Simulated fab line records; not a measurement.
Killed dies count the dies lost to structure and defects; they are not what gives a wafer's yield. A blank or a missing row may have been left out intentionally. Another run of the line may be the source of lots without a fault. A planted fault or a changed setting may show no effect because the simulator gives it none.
What tool caused it?	flow n5-finfet	24 lots with 72 wafers sampled at 6 steps, on a route of 1938 steps

== WHAT THE GAUGES READ, wafer by wafer ==
The record lacks any reading of a measuring or inspecting step that a usual standard deviation could be used to judge.

== WHICH TOOL RAN EACH LOT (tool, then ch and the chambers of the sampled wafers, then the start) ==
lot	N5_BEOL_M1_STRIP_66	N5_BEOL_M1_HM_OPEN_17	N5_BEOL_M1_PRE_CLEAN_45	N5_BEOL_M1_SPUTTER_81	N5_BEOL_M1_SPUTTER_88	N5_BEOL_M1_SPUTTER_94
L074	rie-diel-01 ch 1,2,3, day 6 08:52	rie-metal-02 ch 0,1, day 6 08:55	pvd-sputter-02, day 6 12:17	pvd-sputter-01, day 6 13:18	pvd-sputter-01, day 6 13:44	pvd-sputter-01, day 6 14:24
L075	rie-diel-01 ch 0,2, day 6 13:01	rie-metal-01 ch 1, day 6 13:04	pvd-sputter-02, day 6 15:23	pvd-sputter-02, day 6 16:25	pvd-sputter-02, day 6 16:53	pvd-sputter-02, day 6 17:36
L076	rie-diel-06 ch 0,3, day 6 13:13	rie-metal-02 ch 0,1, day 6 13:17	pvd-sputter-02, day 7 00:46	pvd-sputter-01, day 7 01:51	pvd-sputter-01, day 7 02:18	pvd-sputter-01, day 7 03:01
L077	rie-diel-06 ch 0,3, day 7 01:22	rie-metal-03 ch 0, day 7 01:25	pvd-sputter-01, day 7 03:58	pvd-sputter-02, day 7 04:58	pvd-sputter-02, day 7 05:25	pvd-sputter-02, day 7 06:04
L078	rie-diel-01 ch 1,2,3, day 7 07:03	rie-metal-02 ch 0, day 7 07:05	pvd-sputter-03, day 7 09:01	pvd-sputter-02, day 7 10:05	pvd-sputter-02, day 7 10:32	pvd-sputter-02, day 7 11:11
L079	rie-diel-01 ch 2,3, day 7 09:31	rie-metal-02 ch 0,1, day 7 09:33	pvd-sputter-02, day 7 12:26	pvd-sputter-02, day 7 13:28	pvd-sputter-02, day 7 13:55	pvd-sputter-02, day 7 14:34
L080	rie-diel-05 ch 0,1,2, day 7 12:33	rie-metal-03 ch 0,1, day 7 12:35	pvd-sputter-02, day 7 18:39	pvd-sputter-01, day 7 19:52	pvd-sputter-01, day 7 20:18	pvd-sputter-01, day 7 20:58
L082	rie-diel-05 ch 0,1,2, day 7 19:47	rie-metal-02 ch 0,1, day 7 19:49	pvd-sputter-01, day 7 23:16	pvd-sputter-03, day 8 00:15	pvd-sputter-03, day 8 00:41	pvd-sputter-03, day 8 01:21
L081	rie-diel-01 ch 0,1,2, day 8 05:29	rie-metal-01 ch 0,1, day 8 05:31	pvd-sputter-02, day 8 08:02	pvd-sputter-01, day 8 09:02	pvd-sputter-01, day 8 09:29	pvd-sputter-01, day 8 10:08
L083	rie-diel-05 ch 0,1,3, day 8 05:37	rie-metal-01 ch 0,1, day 8 05:39	pvd-sputter-02, day 8 08:07	pvd-sputter-03, day 8 09:10	pvd-sputter-03, day 8 09:36	pvd-sputter-03, day 8 10:16
L084	rie-diel-05 ch 1,2,3, day 8 14:05	rie-metal-02 ch 0,1, day 8 14:08	pvd-sputter-02, day 8 17:50	pvd-sputter-01, day 8 18:48	pvd-sputter-01, day 8 19:14	pvd-sputter-01, day 8 19:54
L085	rie-diel-06 ch 0,3, day 11 08:19	rie-metal-03 ch 0,1, day 11 08:21	pvd-sputter-01, day 11 10:29	pvd-sputter-01, day 11 11:29	pvd-sputter-01, day 11 11:55	pvd-sputter-01, day 11 12:35
L088	rie-diel-06 ch 0,2, day 11 08:35	rie-metal-03 ch 0,1, day 11 08:37	pvd-sputter-02, day 11 10:40	pvd-sputter-03, day 11 11:43	pvd-sputter-03, day 11 12:09	pvd-sputter-03, day 11 12:49
L095	rie-diel-05 ch 1,2, day 11 08:55	rie-metal-03 ch 0,1, day 11 08:57	pvd-sputter-02, day 11 11:07	pvd-sputter-02, day 11 13:14	pvd-sputter-02, day 11 13:41	pvd-sputter-02, day 11 14:20
L094	rie-diel-06 ch 2,3, day 11 09:28	rie-metal-02 ch 0, day 11 09:34	pvd-sputter-01, day 11 13:28	pvd-sputter-01, day 11 14:37	pvd-sputter-01, day 11 15:04	pvd-sputter-01, day 11 15:43
L089	rie-diel-06 ch 1,2,3, day 11 11:45	rie-metal-03 ch 0,1, day 11 11:49	pvd-sputter-03, day 11 13:52	pvd-sputter-02, day 11 15:11	pvd-sputter-02, day 11 15:37	pvd-sputter-02, day 11 16:17
L090	rie-diel-06 ch 0,2, day 11 13:59	rie-metal-01 ch 0,1, day 11 14:02	pvd-sputter-03, day 11 15:38	pvd-sputter-03, day 11 16:43	pvd-sputter-03, day 11 17:09	pvd-sputter-03, day 11 17:49
L091	rie-diel-01 ch 0,2,3, day 11 14:02	rie-metal-01 ch 0,1, day 11 14:07	pvd-sputter-01, day 11 16:33	pvd-sputter-01, day 11 17:33	pvd-sputter-01, day 11 17:59	pvd-sputter-01, day 11 18:39
L092	rie-diel-01 ch 0,3, day 11 14:26	rie-metal-03 ch 0,1, day 11 14:29	pvd-sputter-02, day 11 16:42	pvd-sputter-02, day 11 18:01	pvd-sputter-02, day 11 18:27	pvd-sputter-02, day 11 19:07
L087	rie-diel-06 ch 0,1,3, day 11 14:41	rie-metal-01 ch 0,1, day 11 14:44	pvd-sputter-01, day 11 16:59	pvd-sputter-03, day 11 18:33	pvd-sputter-03, day 11 18:59	pvd-sputter-03, day 11 19:39
L093	rie-diel-01 ch 0,3, day 11 14:57	rie-metal-03 ch 0,1, day 11 14:59	pvd-sputter-01, day 11 20:03	pvd-sputter-03, day 11 21:17	pvd-sputter-03, day 11 21:44	pvd-sputter-03, day 11 22:23
L086	rie-diel-01 ch 0,3, day 11 15:43	rie-metal-03 ch 0,1, day 11 15:47	pvd-sputter-03, day 11 23:09	pvd-sputter-01, day 12 00:15	pvd-sputter-01, day 12 00:41	pvd-sputter-01, day 12 01:21
L096	rie-diel-01 ch 0,2,3, day 11 15:56	rie-metal-02 ch 0,1, day 11 15:59	pvd-sputter-03, day 11 23:14	pvd-sputter-03, day 12 00:26	pvd-sputter-03, day 12 00:52	pvd-sputter-03, day 12 01:32
L097	rie-diel-06 ch 1,2,3, day 12 04:43	rie-metal-01 ch 0,1, day 12 04:45	pvd-sputter-02, day 12 16:51	pvd-sputter-01, day 12 18:27	pvd-sputter-01, day 12 18:53	pvd-sputter-01, day 12 19:33
- N5_BEOL_M1_STRIP_66: strips in CF4.
- N5_BEOL_M1_HM_OPEN_17: chemistry Cl2/BCl3, target TiN, target depth 20 nm, overetch 6 nm.
- N5_BEOL_M1_PRE_CLEAN_45: time 30 s.
- N5_BEOL_M1_SPUTTER_81: material Cu, target thk 4.5 nm, time 8.29 s.
- N5_BEOL_M1_SPUTTER_88: material Cu, target thk 4.5 nm, time 8.29 s.
- N5_BEOL_M1_SPUTTER_94: material Cu, target thk 4.5 nm, time 8.29 s.

== WHAT THE TOOLS THEMSELVES READ (means of the sampled wafers that have a number; where no wafer has one, the mark that the record gives instead) ==
N5_BEOL_M1_STRIP_66. Usual: bias-power-w 74.97 W, standard deviation 0.23; drypump-motor-current-A 5.6 A, standard deviation 0.67; oes-product-au 0.75 a.u., standard deviation 0.06; rf-vpp-V 271.3 V, standard deviation 1.5; showerhead-plenum-p-Torr 1.80 Torr, standard deviation 0.058; throttle-valve-pct 13.71 %, standard deviation 0.24.
lot	tool	bias-power-w (W)	drypump-motor-current-A (A)	oes-product-au (a.u.)	rf-vpp-V (V)	showerhead-plenum-p-Torr (Torr)	throttle-valve-pct (%)	flag
L074	rie-diel-01	75.05	5.2	0.73	271.4	1.81	13.77	
L075	rie-diel-01	74.77	5.2	0.77	272.2	1.86	13.85	
L076	rie-diel-06	75.06	5.7	0.77	273.0	1.81	13.52	
L077	rie-diel-06	74.98	5.8	0.77	272.3	1.81	13.53	
L078	rie-diel-01	75.02	5.2	0.71	272.1	1.81	13.79	
L079	rie-diel-01	74.98	5.0	0.73	270.6	1.78	13.85	
L080	rie-diel-05	75.06	6.2	0.71	269.9	1.76	13.77	
L082	rie-diel-05	75.13	6.2	0.71	269.6	1.76	13.79	
L081	rie-diel-01	74.91	5.3	0.73	272.0	1.84	13.81	
L083	rie-diel-05	74.99	6.1	0.78	270.8	1.78	13.71	
L084	rie-diel-05	74.93	5.6	0.78	272.2	1.82	13.62	
L085	rie-diel-06	75.14	5.7	0.74	271.2	1.80	13.59	
L088	rie-diel-06	74.69	6.4	0.81	271.9	1.83	13.30	
L095	rie-diel-05	74.93	5.8	0.70	271.1	1.80	13.75	
L094	rie-diel-06	75.06	6.2	0.82	269.9	1.76	13.37	
L089	rie-diel-06	74.87	5.8	0.76	270.1	1.77	13.57	
L090	rie-diel-06	75.00	6.5	0.84	272.3	1.80	13.26	
L091	rie-diel-01	74.99	5.1	0.72	272.5	1.81	13.94	
L092	rie-diel-01	75.11	4.9	0.72	271.1	1.84	13.98	
L087	rie-diel-06	75.03	5.8	0.74	271.6	1.81	13.63	
L093	rie-diel-01	74.63	4.9	0.72	271.4	1.84	13.98	
L086	rie-diel-01	74.92	4.9	0.72	271.9	1.84	13.98	
L096	rie-diel-01	74.88	5.1	0.72	271.3	1.81	13.94	
L097	rie-diel-06	75.04	5.8	0.76	270.7	1.77	13.58	

N5_BEOL_M1_HM_OPEN_17. Usual: bcl3-flow-sccm 21.74 sccm, standard deviation 0.069; drypump-motor-current-A 5.8 A, standard deviation 0.31; oes_ar_750_au 0.83 a.u., standard deviation 0.11; oes-product-au 0.71 a.u., standard deviation 0.086; throttle-valve-pct 22.06 %, standard deviation 0.23.
lot	tool	bcl3-flow-sccm (sccm)	drypump-motor-current-A (A)	oes_ar_750_au (a.u.)	oes-product-au (a.u.)	throttle-valve-pct (%)	flag
L074	rie-metal-02	21.72	5.8	0.84	0.72	21.79	
L075	rie-metal-01	21.71	5.1	0.80	0.68	22.10	
L076	rie-metal-02	21.73	5.9	0.84	0.72	21.78	
L077	rie-metal-03	21.77	6.0	0.87	0.77	22.12	
L078	rie-metal-02	21.74	5.9	0.81	0.68	21.67	
L079	rie-metal-02	21.66	5.8	0.83	0.71	21.79	
L080	rie-metal-03	21.79	6.1	0.70	0.59	22.26	
L082	rie-metal-02	21.70	5.7	0.85	0.73	21.91	
L081	rie-metal-01	21.77	5.6	0.66	0.57	22.41	
L083	rie-metal-01	21.73	5.6	0.66	0.58	22.40	
L084	rie-metal-02	21.71	5.7	0.84	0.72	21.93	
L085	rie-metal-03	21.73	6.0	0.88	0.75	22.11	
L088	rie-metal-03	21.78	6.0	0.88	0.76	22.10	
L095	rie-metal-03	21.72	6.1	0.94	0.78	22.05	
L094	rie-metal-02	21.84	5.9	0.78	0.65	21.71	
L089	rie-metal-03	21.74	6.1	0.87	0.74	22.12	
L090	rie-metal-01	21.80	5.4	0.82	0.70	22.17	
L091	rie-metal-01	21.77	5.6	0.86	0.76	22.21	
L092	rie-metal-03	21.70	6.1	0.87	0.74	22.11	
L087	rie-metal-01	21.73	5.4	0.82	0.71	22.17	
L093	rie-metal-03	21.66	6.0	0.88	0.75	22.11	
L086	rie-metal-03	21.73	6.1	0.93	0.77	22.06	
L096	rie-metal-02	21.79	5.7	0.82	0.71	21.93	
L097	rie-metal-01	21.64	5.4	0.81	0.70	22.18	

N5_BEOL_M1_PRE_CLEAN_45. Usual: heater-power-w 331 W, standard deviation 18.
lot	tool	heater-power-w (W)	flag
L074	pvd-sputter-02	327	
L075	pvd-sputter-02	333	
L076	pvd-sputter-02	320	
L077	pvd-sputter-01	334	
L078	pvd-sputter-03	343	
L079	pvd-sputter-02	334	
L080	pvd-sputter-02	320	
L082	pvd-sputter-01	333	
L081	pvd-sputter-02	316	
L083	pvd-sputter-02	319	
L084	pvd-sputter-02	325	
L085	pvd-sputter-01	330	
L088	pvd-sputter-02	323	
L095	pvd-sputter-02	343	
L094	pvd-sputter-01	331	
L089	pvd-sputter-03	359	
L090	pvd-sputter-03	345	
L091	pvd-sputter-01	328	
L092	pvd-sputter-02	319	
L087	pvd-sputter-01	329	
L093	pvd-sputter-01	316	
L086	pvd-sputter-03	356	
L096	pvd-sputter-03	344	
L097	pvd-sputter-02	336	

N5_BEOL_M1_SPUTTER_81. Usual: throttle-valve-pct 29.9 %, standard deviation 0.97.
lot	tool	throttle-valve-pct (%)	flag
L074	pvd-sputter-01	30.3	
L075	pvd-sputter-02	30.1	
L076	pvd-sputter-01	30.5	
L077	pvd-sputter-02	30.2	
L078	pvd-sputter-02	29.4	
L079	pvd-sputter-02	29.3	
L080	pvd-sputter-01	30.6	
L082	pvd-sputter-03	30.2	
L081	pvd-sputter-01	30.5	
L083	pvd-sputter-03	29.5	
L084	pvd-sputter-01	30.5	
L085	pvd-sputter-01	30.6	
L088	pvd-sputter-03	29.6	
L095	pvd-sputter-02	29.5	
L094	pvd-sputter-01	30.2	
L089	pvd-sputter-02	29.3	
L090	pvd-sputter-03	30.4	
L091	pvd-sputter-01	30.4	
L092	pvd-sputter-02	29.5	
L087	pvd-sputter-03	29.5	
L093	pvd-sputter-03	30.3	
L086	pvd-sputter-01	30.3	
L096	pvd-sputter-03	30.1	
L097	pvd-sputter-01	30.2	

N5_BEOL_M1_SPUTTER_88. Usual: throttle-valve-pct 29.9 %, standard deviation 0.96.
lot	tool	throttle-valve-pct (%)	flag
L074	pvd-sputter-01	30.3	
L075	pvd-sputter-02	30.0	
L076	pvd-sputter-01	30.5	
L077	pvd-sputter-02	30.1	
L078	pvd-sputter-02	29.4	
L079	pvd-sputter-02	29.4	
L080	pvd-sputter-01	30.5	
L082	pvd-sputter-03	30.2	
L081	pvd-sputter-01	30.7	
L083	pvd-sputter-03	29.4	
L084	pvd-sputter-01	30.5	
L085	pvd-sputter-01	30.4	
L088	pvd-sputter-03	29.5	
L095	pvd-sputter-02	29.6	
L094	pvd-sputter-01	30.2	
L089	pvd-sputter-02	29.7	
L090	pvd-sputter-03	30.4	
L091	pvd-sputter-01	30.4	
L092	pvd-sputter-02	29.3	
L087	pvd-sputter-03	29.4	
L093	pvd-sputter-03	30.2	
L086	pvd-sputter-01	30.2	
L096	pvd-sputter-03	30.3	
L097	pvd-sputter-01	30.2	

N5_BEOL_M1_SPUTTER_94. Usual: throttle-valve-pct 29.9 %, standard deviation 1.
lot	tool	throttle-valve-pct (%)	flag
L074	pvd-sputter-01	30.3	
L075	pvd-sputter-02	30.2	
L076	pvd-sputter-01	30.6	
L077	pvd-sputter-02	30.1	
L078	pvd-sputter-02	29.4	
L079	pvd-sputter-02	29.3	
L080	pvd-sputter-01	30.7	
L082	pvd-sputter-03	30.3	
L081	pvd-sputter-01	30.5	
L083	pvd-sputter-03	29.3	
L084	pvd-sputter-01	30.6	
L085	pvd-sputter-01	30.5	
L088	pvd-sputter-03	29.3	
L095	pvd-sputter-02	29.8	
L094	pvd-sputter-01	30.1	
L089	pvd-sputter-02	29.6	
L090	pvd-sputter-03	30.4	
L091	pvd-sputter-01	30.5	
L092	pvd-sputter-02	29.4	
L087	pvd-sputter-03	29.3	
L093	pvd-sputter-03	30.3	
L086	pvd-sputter-01	30.4	
L096	pvd-sputter-03	30.2	
L097	pvd-sputter-01	30.1	

== THE ANSWER, worked out from the rows above alone ==
Rule: a lot is off if the mean of its wafers that have a number lies more than 3 standard deviations from the usual mean. Also off: a lot with no number at a reading for which 4 or more lots have one. Any other lot the step has rows for is counted as sound. First the gauges in route order, then the tools' own readings, where a lot's mean is used as printed above. At the first step where some lot is off, the reading lying furthest off is the one used; lots without a number count as furthest.
Across all readings shown, no lot is off: no conclusion can be drawn from this.

== WHAT HAD BEEN PUT IN BY THE SIMULATOR ==
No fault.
